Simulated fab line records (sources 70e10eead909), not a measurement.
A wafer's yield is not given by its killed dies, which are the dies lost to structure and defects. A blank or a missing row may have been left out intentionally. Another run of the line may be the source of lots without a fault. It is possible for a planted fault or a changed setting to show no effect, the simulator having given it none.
Comparing a struck lot with a sound one :: flow nand harc :: 12 steps out of a route of 1302
Sound: these wafers, L791.1, L791.3, L791.4. Struck: wafers L803.2, L803.5, L803.6. The cause comes at the end.
Per side, at each step with rows, come the tool, then ch with its chambers, and then its first start. Under that, the readings that differ: sound wafers :: struck wafers :: difference of the means :: sigmas: that difference in standard deviations of wafers without a fault.
alike: a reading whose means differ by less than 2 such deviations, as well as words and numbers matching on both sides. not compared: withheld readings; readings where some wafer has no value; bounds like >300 that might hide an equal value; numbers whose values overlap and for which the record gives no deviation.
The two part at a step that has a row with sigmas, a row that says differs or no value, or rows on one side only. Numbers that have no deviation but don't overlap get no sigmas and don't part them. A reading missing from all wafers of one side parts the sides only when that side holds two or more wafers.

NHARC_A_STAIRCASE_ETCHBACK_416: etches the open film in C4F8/O2/Ar, target depth 36 nm, time 7.2 s.
  sound: rie diel-05 ch 0,2,3; struck: rie diel-08 ch 1,2,3
  alike: oes product au, rf vpp V
  not compared: rf hours counter h
NHARC_A_STAIRCASE_STRIP_476: strips in O2, time 20 s.
  sound on rie diel-05 ch 1,2,3, day 17 08:51; struck on rie diel-08 ch 1,2, day 22 21:02
reading: showerhead plenum p Torr (Torr)
sound: 3.39 3.44 3.28
struck: 3.78 3.74 3.78
difference: +0.40
sigmas: +2
  alike: drypump motor current A, oes product au, rf vpp V, throttle valve pct
  not compared: rf hours counter h
then, 4 steps without rows for these wafers: NHARC_A_STAIRCASE_DEP_417 (deposits Si3N4, target thk 60 nm); NHARC_A_STAIRCASE_WET_418 (chemistry H3PO4, target depth 20 nm); NHARC_A_STAIRCASE_PRECLEAN_419 (cleans in SC1); NHARC_A_STAIRCASE_SRD_421.
NHARC_A_STAIRCASE_ALD_420: deposits SiO2, target thk 20 nm, pulse time 6 s, ald cycles 200.
  sound on ald hk-02 ch 1,2,3, day 17 11:40; struck on ald hk-01 ch 1,2, day 23 00:35
  alike: heater power w, precursor pulse height rel
  not compared: since wet clean h
then, 1 step without rows for these wafers: NHARC_A_STAIRCASE_CVD_552 (deposits SiNx, target thk 40 nm).
NHARC_A_STAIRCASE_DEP_151: deposits SiO2, target thk 7200 nm.
  sound on pecvd-03 ch 0,2, day 17 22:58; struck on pecvd-02 ch 0,1, day 23 08:56
reading: heater power w (W)
sound: 707 832 693
struck: 651 566 541
difference: -158
sigmas: -2
  not compared: since wet clean h
then, 1 step without rows for these wafers: NHARC_A_STAIRCASE_ANNEAL_320 (time 1800 s).
NHARC_A_STAIRCASE_DEP_322: deposits SiO2, target thk 7200 nm.
  sound on pecvd-03 ch 0,1,2, day 18 09:35; struck on pecvd-01 ch 0,1,2, day 23 16:02
  alike: heater power w
  not compared: since wet clean h
NHARC_A_STAIRCASE_ANNEAL_323: time 1800 s.
  struck on furnace-07, day 23 20:07; sound on furnace-07 ch 0, day 18 18:08
  no value came back on the struck wafers for any of 5 readings (run length s (s), spike tc bottom C (C) and others); on the sound wafers run length s (s) reads 1818 1818 1818

WHERE THEY PART
Earliest at NHARC_A_STAIRCASE_STRIP_476; latest, in this record, at NHARC_A_STAIRCASE_ANNEAL_323.

WHY: the cause the simulator had injected
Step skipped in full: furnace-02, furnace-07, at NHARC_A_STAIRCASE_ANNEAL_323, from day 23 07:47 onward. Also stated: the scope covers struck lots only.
